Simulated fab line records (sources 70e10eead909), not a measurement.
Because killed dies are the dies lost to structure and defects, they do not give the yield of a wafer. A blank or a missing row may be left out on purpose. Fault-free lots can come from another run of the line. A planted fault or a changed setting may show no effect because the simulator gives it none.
fab line records ; flow nandHarc
record: lots: 15; wafers: 45; lastDay: 25
route steps=1159 shown P_BONDPAD@370 A_ONON_D1@424 END@1159
lots with no fault: from the same line, run without faults
startH: hours from the record's first day to the start of the lot's first wafer shown ; waitH: hours since the lot's step before ; " the same as in the row above ; L1.1+2: a row that stands for several wafers ; - no value present, or no start provided ; * or withheld: withheld ; < > ~ a bound
route shown NAME@n: a module of which the file shows steps, and the number in the route of the first ; usual: mean/standard deviation taken from wafers without a fault ; same: alike in all rows ; chamber/n: place in a boat ; sites: the reading at each site ; _std_site: standard deviation of those values ; _edge_site: mean of outer sites minus mean of inner sites ; radiusMm: how far each site lies from the wafer's centre ; mask NAME#n: copy n ; behind: tool/chamber where the wafer was last shaped ; hold: why the lot went on hold/how many hours it stayed there/how the hold came to an end ; device: the n, p or np transistor that did not switch ; end of line: tests of these same wafers at the route's end ; step lacking rows: just its recipe ; killed: dies that structure and defects cost at the first sort, which is not the same as the wafer's yield ; map: a wafer's dies, marking killed ones x, the rest . and places with no die _
set.NAME: the run value of the setting; set.NAME@STEP: its run value at that earlier step ; model.NAME: the simulator's own value behind a step, which no gauge read
steps of the route over a sample of lots; a table a step, a row a wafer
services: the hour from which a tool's chamber was out of use, counted from the record's first day as startH (under 0 if before that day), plus the number of hours and why
== steps ==
step: NHARC_P_BONDPAD_CD_MEAS_13
usual: cdNm: 499.4/2
lot.wafer;tool;chamber;startH;waitH;cdNm
L528.2;cdSem-02;-;140.68;-;499.2
L528.5;cdSem-02;-;140.68;-;502.3
L528.6;cdSem-02;-;140.68;-;502.2
L527.2;cdSem-03;-;146.24;-;499.6
L527.3;cdSem-03;-;146.24;-;501.4
L527.4;cdSem-03;-;146.24;-;501.7
L529.2;cdSem-01;-;146.38;-;498.5
L529.3;cdSem-01;-;146.38;-;496.5
L529.5;cdSem-01;-;146.38;-;495.2
L530.2;cdSem-03;-;147.18;-;497.9
L530.4;cdSem-03;-;147.18;-;500.1
L530.6;cdSem-03;-;147.18;-;500.0
L531.2;cdSem-02;-;151.58;-;500.7
L531.3;cdSem-02;-;151.58;-;500.1
L531.4;cdSem-02;-;151.58;-;498.5
L532.1;cdSem-03;-;152.35;-;502.0
L532.3;cdSem-03;-;152.35;-;500.2
L532.5;cdSem-03;-;152.35;-;502.6
L533.2;cdSem-01;-;165.41;-;499.8
L533.3;cdSem-01;-;165.41;-;498.4
L533.6;cdSem-01;-;165.41;-;499.9
L541.1;cdSem-02;-;208.98;-;503.1
L541.2;cdSem-02;-;208.98;-;502.0
L541.3;cdSem-02;-;208.98;-;500.5
L540.1;cdSem-03;-;211.15;-;496.2
L540.2;cdSem-03;-;211.15;-;497.9
L540.4;cdSem-03;-;211.15;-;498.1
L544.3;cdSem-03;-;246.09;-;499.8
L544.5;cdSem-03;-;246.09;-;501.3
L544.6;cdSem-03;-;246.09;-;497.9
L546.2;cdSem-03;-;247.42;-;498.4
L546.3;cdSem-03;-;247.42;-;500.1
L546.6;cdSem-03;-;247.42;-;500.2
L547.1;cdSem-02;-;248.22;-;496.0
L547.2;cdSem-02;-;248.22;-;497.2
L547.3;cdSem-02;-;248.22;-;497.3
L548.2;cdSem-02;-;254.51;-;496.2
L548.3;cdSem-02;-;254.51;-;499.0
L548.6;cdSem-02;-;254.51;-;497.6
L549.1;cdSem-01;-;255.63;-;499.9
L549.2;cdSem-01;-;255.63;-;499.3
L549.3;cdSem-01;-;255.63;-;498.2
L550.2;cdSem-01;-;262.67;-;497.6
L550.3;cdSem-01;-;262.67;-;500.8
L550.6;cdSem-01;-;262.67;-;496.7
step: NHARC_P_BONDPAD_PRE_CLEAN_26
recipe: timeS: 30; tempC: 280; gas: H2/He
usual: heaterPowerW: 391/46
lot.wafer;tool;chamber;startH;waitH;heaterPowerW
L528.2;pvdSputter-01;-;-;-;368
L528.6;pvdSputter-01;-;-;-;420
L528.5;pvdSputter-01;-;-;-;393
L527.4;pvdSputter-03;-;-;-;331
L527.2;pvdSputter-03;-;-;-;343
L527.3;pvdSputter-03;-;-;-;437
L529.2;pvdSputter-02;-;-;-;328
L529.3;pvdSputter-02;-;-;-;423
L529.5;pvdSputter-02;-;-;-;347
L530.2;pvdSputter-02;-;-;-;331
L530.4;pvdSputter-02;-;-;-;440
L530.6;pvdSputter-02;-;-;-;333
L531.4;pvdSputter-03;-;-;-;391
L531.2;pvdSputter-03;-;-;-;347
L531.3;pvdSputter-03;-;-;-;449
L532.1;pvdSputter-02;-;-;-;333
L532.3;pvdSputter-02;-;-;-;442
L532.5;pvdSputter-02;-;-;-;341
L533.2;pvdSputter-03;-;-;-;353
L533.3;pvdSputter-03;-;-;-;439
L533.6;pvdSputter-03;-;-;-;328
L541.3;pvdSputter-02;-;-;-;428
L541.2;pvdSputter-02;-;-;-;330
L541.1;pvdSputter-02;-;-;-;339
L540.2;pvdSputter-02;-;-;-;433
L540.4;pvdSputter-02;-;-;-;335
L540.1;pvdSputter-02;-;-;-;343
L544.3;pvdSputter-02;-;-;-;443
L544.5;pvdSputter-02;-;-;-;444
L544.6;pvdSputter-02;-;-;-;437
L546.2;pvdSputter-01;-;-;-;348
L546.3;pvdSputter-01;-;-;-;420
L546.6;pvdSputter-01;-;-;-;454
L547.1;pvdSputter-01;-;-;-;343
L547.3;pvdSputter-01;-;-;-;409
L547.2;pvdSputter-01;-;-;-;456
L548.3;pvdSputter-02;-;-;-;379
L548.2;pvdSputter-02;-;-;-;436
L548.6;pvdSputter-02;-;-;-;373
L549.3;pvdSputter-02;-;-;-;436
L549.2;pvdSputter-02;-;-;-;376
L549.1;pvdSputter-02;-;-;-;341
L550.2;pvdSputter-02;-;-;-;346
L550.3;pvdSputter-02;-;-;-;442
L550.6;pvdSputter-02;-;-;-;356
step: NHARC_A_ONON_D1_DEP_00
recipe: targetThkA: 10000; n2FlowSccm: 2750; n2oFlowSccm: 2000; nh3FlowSccm: 500; sih4FlowSccm: 210; tempC: 400
usual: n2FlowSccm: 2751/8.6; n2oFlowSccm: 2001/6.2
lot.wafer;tool;chamber;startH;waitH;n2FlowSccm;n2oFlowSccm
L528.2;pecvdOnon-03;0;166.88;0.1;2740;2005
L528.5;pecvdOnon-03;0;166.88;0.1;2746;2009
L528.6;pecvdOnon-03;0;166.88;0.1;2752;2006
L529.2;pecvdOnon-02;0;172.55;0.1;2754;2008
L529.3;pecvdOnon-02;0;172.55;0.1;2742;2006
L529.5;pecvdOnon-02;0;172.55;0.1;2755;1998
L530.2;pecvdOnon-03;0;172.57;0.1;2742;2003
L530.4;pecvdOnon-03;0;172.57;0.1;2748;1989
L530.6;pecvdOnon-03;0;172.57;0.1;2746;1991
L527.2;pecvdOnon-04;0;172.58;0.1;2743;2004
L527.3;pecvdOnon-04;0;172.58;0.1;2735;1993
L527.4;pecvdOnon-04;0;172.58;0.1;2748;1997
L532.1;pecvdOnon-02;-;177.42;0.1;-;-
L532.3;pecvdOnon-02;-;177.42;0.1;-;-
L532.5;pecvdOnon-02;-;177.42;0.1;-;-
L531.2;pecvdOnon-04;-;177.50;0.1;-;-
L531.3;pecvdOnon-04;-;177.50;0.1;-;-
L531.4;pecvdOnon-04;-;177.50;0.1;-;-
L533.2;pecvdOnon-04;-;193.95;0.1;-;-
L533.3;pecvdOnon-04;-;193.95;0.1;-;-
L533.6;pecvdOnon-04;-;193.95;0.1;-;-
L540.1;pecvdOnon-02;0;234.95;0.1;2757;1993
L540.2;pecvdOnon-02;0;234.95;0.1;2758;2005
L540.4;pecvdOnon-02;0;234.95;0.1;2754;2003
L541.1;pecvdOnon-04;0;234.98;0.1;2755;1994
L541.2;pecvdOnon-04;0;234.98;0.1;2752;2007
L541.3;pecvdOnon-04;0;234.98;0.1;2753;2000
L547.1;pecvdOnon-04;0;272.37;0.1;2756;2002
L547.2;pecvdOnon-04;0;272.37;0.1;2749;1998
L547.3;pecvdOnon-04;0;272.37;0.1;2741;2001
L544.3;pecvdOnon-02;0;272.51;0.2;2760;1991
L544.5;pecvdOnon-02;0;272.51;0.2;2747;1993
L544.6;pecvdOnon-02;0;272.51;0.2;2768;2002
L546.2;pecvdOnon-04;0;272.79;0.5;2742;2007
L546.3;pecvdOnon-04;0;272.79;0.5;2753;2009
L546.6;pecvdOnon-04;0;272.79;0.5;2746;2006
L549.1;pecvdOnon-02;0;280.22;0.1;2757;2003
L549.2;pecvdOnon-02;0;280.22;0.1;2759;2000
L549.3;pecvdOnon-02;0;280.22;0.1;2760;2000
L548.2;pecvdOnon-03;0;280.28;0.1;2755;1996
L548.3;pecvdOnon-03;0;280.28;0.1;2750;2006
L548.6;pecvdOnon-03;0;280.28;0.1;2761;2006
L550.2;pecvdOnon-02;0;289.69;0.1;2749;2003
L550.3;pecvdOnon-02;0;289.69;0.1;2746;2006
L550.6;pecvdOnon-02;0;289.69;0.1;2745;2005
step: NHARC_A_ONON_D1_THK_MEAS_24
recipe: thkMeasGauge: ellipsometry
usual: thkNm: 999/11
lot.wafer;tool;chamber;startH;waitH;thkNm
L528.2;filmMetro-02;-;177.84;-;994
L528.5;filmMetro-02;-;177.84;-;994
L528.6;filmMetro-02;-;177.84;-;994
L530.2;filmMetro-01;-;184.45;-;992
L530.4;filmMetro-01;-;184.45;-;993
L530.6;filmMetro-01;-;184.45;-;991
L527.2;filmMetro-02;-;184.46;-;1021
L527.3;filmMetro-02;-;184.46;-;1019
L527.4;filmMetro-02;-;184.46;-;1021
L529.2;filmMetro-02;-;184.49;-;992
L529.3;filmMetro-02;-;184.49;-;992
L529.5;filmMetro-02;-;184.49;-;992
L540.1;filmMetro-01;-;245.97;-;995
L540.2;filmMetro-01;-;245.97;-;995
L540.4;filmMetro-01;-;245.97;-;995
L541.1;filmMetro-02;-;246.32;-;992
L541.2;filmMetro-02;-;246.32;-;991
L541.3;filmMetro-02;-;246.32;-;993
L547.1;filmMetro-02;-;283.70;-;987
L547.2;filmMetro-02;-;283.70;-;990
L547.3;filmMetro-02;-;283.70;-;988
L544.3;filmMetro-02;-;283.74;-;994
L544.5;filmMetro-02;-;283.74;-;993
L544.6;filmMetro-02;-;283.74;-;992
L546.2;filmMetro-02;-;284.05;-;1002
L546.3;filmMetro-02;-;284.05;-;1000
L546.6;filmMetro-02;-;284.05;-;1001
L548.2;filmMetro-01;-;291.61;-;994
L548.3;filmMetro-01;-;291.61;-;995
L548.6;filmMetro-01;-;291.61;-;993
L549.1;filmMetro-02;-;291.62;-;1004
L549.2;filmMetro-02;-;291.62;-;1005
L549.3;filmMetro-02;-;291.62;-;1002
L550.2;filmMetro-01;-;300.62;-;1022
L550.3;filmMetro-01;-;300.62;-;1023
L550.6;filmMetro-01;-;300.62;-;1020
step: NHARC_END_SORT_01
recipe: tempC: 25
usual: defectLimitedYield: 95.3/1.6; killedAtArray: 28/10; killedAtOther: 0.6/0.85; killedAtPeriphery: 3.3/2.3; killedDies: 32/11; killedOpen: 3.3/1.5; killedShort: 2.1/1.4; sort_bin_2_pct: 1.5/0.63; sort_bin_3_pct: 0.25/0.21; sort_bin_4_pct: 3.0/1.1; sortNPass: 645/11; sortRimYieldPct: 97.6/1.6; sortYieldPct: 95.3/1.6
same: grossDies: 677; sort_bin_5_pct[%]: 0; sort_bin_6_pct[%]: 0; sort_bin_7_pct[%]: 0; sort_bin_8_pct[%]: 0; sortRimNGross: 106.00
lot.wafer;tool;chamber;startH;waitH;defectLimitedYield[%];killedAtArray;killedAtOther;killedAtPeriphery;killedDies;killedOpen;killedShort;sort_bin_2_pct[%];sort_bin_3_pct[%];sort_bin_4_pct[%];sortNPass;sortRimYieldPct[%];sortYieldPct[%]
L540.1;prober-02;0;522.83;2.5;93.6;36;1;6;43;8;1;1.3;0.15;4.9;634;94.3;93.6
L540.2;prober-02;0;523.65;2.8;95.4;24;0;7;31;5;2;1.5;0.44;2.7;646;98.1;95.4
L540.4;prober-02;0;525.30;3.5;95.6;24;2;4;30;3;3;0.7;0;3.7;647;98.1;95.6
L548.2;prober-01;0;546.24;2.8;95.9;24;0;4;28;2;1;2.1;0;2.1;649;99.1;95.9
L548.3;prober-01;0;547.04;3.1;95.4;28;2;1;31;4;2;0.9;0.15;3.5;646;98.1;95.4
L548.6;prober-01;0;549.43;4.0;96.3;22;0;3;25;1;1;1.2;0.30;2.2;652;100.0;96.3
L544.3;prober-02;0;557.21;3.1;91.1;59;0;1;60;3;1;3.0;0.15;5.8;617;93.4;91.1
L544.5;prober-02;0;558.82;3.7;92.5;51;0;0;51;1;2;1.3;0.59;5.6;626;98.1;92.5
L544.6;prober-02;0;559.63;4.0;92.9;43;1;4;48;5;2;3.0;0.44;3.7;629;94.3;92.9
L549.1;prober-01;0;561.04;2.5;97.6;14;0;2;16;4;0;0.3;0.15;1.9;661;99.1;97.6
L549.2;prober-01;0;561.84;2.8;97.9;13;1;0;14;0;2;0.1;0;1.9;663;100.0;97.9
L549.3;prober-01;0;562.64;3.1;98.2;11;0;1;12;2;2;0.6;0;1.2;665;99.1;98.2
killed by level:class
L540.1 A_SLIT:chamberFilmFlake=16 A_CHANNEL_HOLE_D1:chamberFilmFlake=6 A_CONTACT:chamberFilmFlake=5 A_WL_FILL:geometricParticle:open=3 A_CONTACT:geometricParticle:open=2 P_GATE:chamberFilmFlake=2 A_STAIRCASE:chamberFilmFlake=2 P_GATE:geometricParticle:open=1
L540.2 A_SLIT:chamberFilmFlake=12 A_CONTACT:chamberFilmFlake=4 P_M1:chamberFilmFlake=3 A_CHANNEL_HOLE_D1:chamberFilmFlake=3 P_M1:geometricParticle:open=2 A_WL_FILL:geometricParticle:short=2 A_WL_FILL:geometricParticle:open=2 P_M0:geometricParticle:open=1
L540.4 A_SLIT:chamberFilmFlake=14 A_CONTACT:chamberFilmFlake=3 P_GATE:geometricParticle:open=2 A_WL_FILL:geometricParticle:short=2 A_CHANNEL_HOLE_D1:chamberFilmFlake=2 A_STAIRCASE:chamberFilmFlake=2 THIN_TSV:chamberFilmFlake=2 P_STI:geometricParticle:short=1
L548.2 A_CHANNEL_HOLE_D1:chamberFilmFlake=19 P_ZERO_WELL:chamberFilmFlake=2 A_CONTACT:chamberFilmFlake=2 P_M0:geometricParticle:short=1 A_CHANNEL_HOLE_D1:geometricParticle:open=1 A_CONTACT:geometricParticle:open=1 P_BONDPAD:chamberFilmFlake=1 A_ZERO_WELL:chamberFilmFlake=1
L548.3 A_CHANNEL_HOLE_D1:chamberFilmFlake=22 A_CHANNEL_HOLE_D1:geometricParticle:open=1 A_SGD_CUT:geometricParticle:open=1 A_BLC:geometricParticle:open=1 A_M0:geometricParticle:open=1 A_M0:geometricParticle:short=1 P_ZERO_WELL:chamberFilmFlake=1 STARTING-WAFER:geometricParticle:short=1
L548.6 A_CHANNEL_HOLE_D1:chamberFilmFlake=17 A_CONTACT:chamberFilmFlake=3 P_ZERO_WELL:chamberFilmFlake=2 P_CONTACT:geometricParticle:open=1 A_M1:geometricParticle:short=1 A_STAIRCASE:chamberFilmFlake=1
L544.3 A_CHANNEL_HOLE_D1:chamberFilmFlake=22 A_SLIT:chamberFilmFlake=20 A_STAIRCASE:chamberFilmFlake=6 A_CONTACT:chamberFilmFlake=6 A_ZERO_WELL:chamberFilmFlake=2 P_M0:geometricParticle:open=1 A_ONON_D1:geometricParticle:open=1 A_SGD_CUT:geometricParticle:short=1
L544.5 A_SLIT:chamberFilmFlake=22 A_CHANNEL_HOLE_D1:chamberFilmFlake=20 A_CONTACT:chamberFilmFlake=4 A_STAIRCASE:chamberFilmFlake=2 A_ONON_D1:geometricParticle:open=1 A_CHANNEL_FILL_D1:geometricParticle:short=1 A_M0:geometricParticle:short=1
L544.6 A_CHANNEL_HOLE_D1:chamberFilmFlake=19 A_SLIT:chamberFilmFlake=13 A_CONTACT:chamberFilmFlake=3 P_CONTACT:geometricParticle:open=2 A_CHANNEL_FILL_D1:geometricParticle:short=2 A_ZERO_WELL:chamberFilmFlake=2 A_CHANNEL_FILL_D1:geometricParticle:open=1 A_STAIRCASE:geometricParticle:open=1
L549.1 A_CHANNEL_HOLE_D1:chamberFilmFlake=8 A_CONTACT:geometricParticle:open=2 A_STAIRCASE:chamberFilmFlake=2 P_GATE:geometricParticle:open=1 A_SOURCE_PLATE:geometricParticle:open=1 P_ZERO_WELL:chamberFilmFlake=1 A_SLIT:chamberFilmFlake=1
L549.2 A_CHANNEL_HOLE_D1:chamberFilmFlake=8 A_CONTACT:chamberFilmFlake=3 A_CONTACT:geometricParticle:short=1 STARTING-WAFER:geometricParticle:short=1 A_STAIRCASE:chamberFilmFlake=1
L549.3 A_CHANNEL_HOLE_D1:chamberFilmFlake=8 P_CONTACT:geometricParticle:open=1 A_CONTACT:geometricParticle:open=1 A_CONTACT:geometricParticle:short=1 A_M0:geometricParticle:short=1
== services ==
tool;chamber;startH;hours;kind
pecvdOnon-03;-;153.00;13.0;pm
pvdSputter-01;-;160.10;10.0;pm
pvdSputter-03;-;165.34;0.6;repair
pvdSputter-01;-;174.45;4.0;repair
pvdSputter-01;-;195.70;8.5;repair
pvdSputter-02;-;214.05;10.0;pm
pecvdOnon-04;-;237.04;13.0;pm
pvdSputter-01;-;251.09;7.3;repair
pvdSputter-03;-;280.23;10.0;pm
== key ==
firstSign: step: NHARC_A_ONON_D1_DEP_00; reading: toolRecord; direction: missing
effect none on later readings
metAt NHARC_A_ONON_D1_DEP_00
struckLots L531,L532,L533
scrappedBehind NHARC_A_ONON_D1_THK_MEAS_02 L531.2,L531.3,L531.4,L532.1,L532.3,L532.5,L533.2,L533.3,L533.6
notActingAt NHARC_P_BONDPAD_CD_MEAS_13,NHARC_P_BONDPAD_PRE_CLEAN_26,NHARC_A_ONON_D1_THK_MEAS_24
onsetBetween 172.58 177.42
fault: kind: skippedStepWhole; tool: pecvdOnon-02,pecvdOnon-04; chamber: -; onsetH: 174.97; steps: NHARC_A_ONON_D1_DEP_00; scope: struckLotsOnly
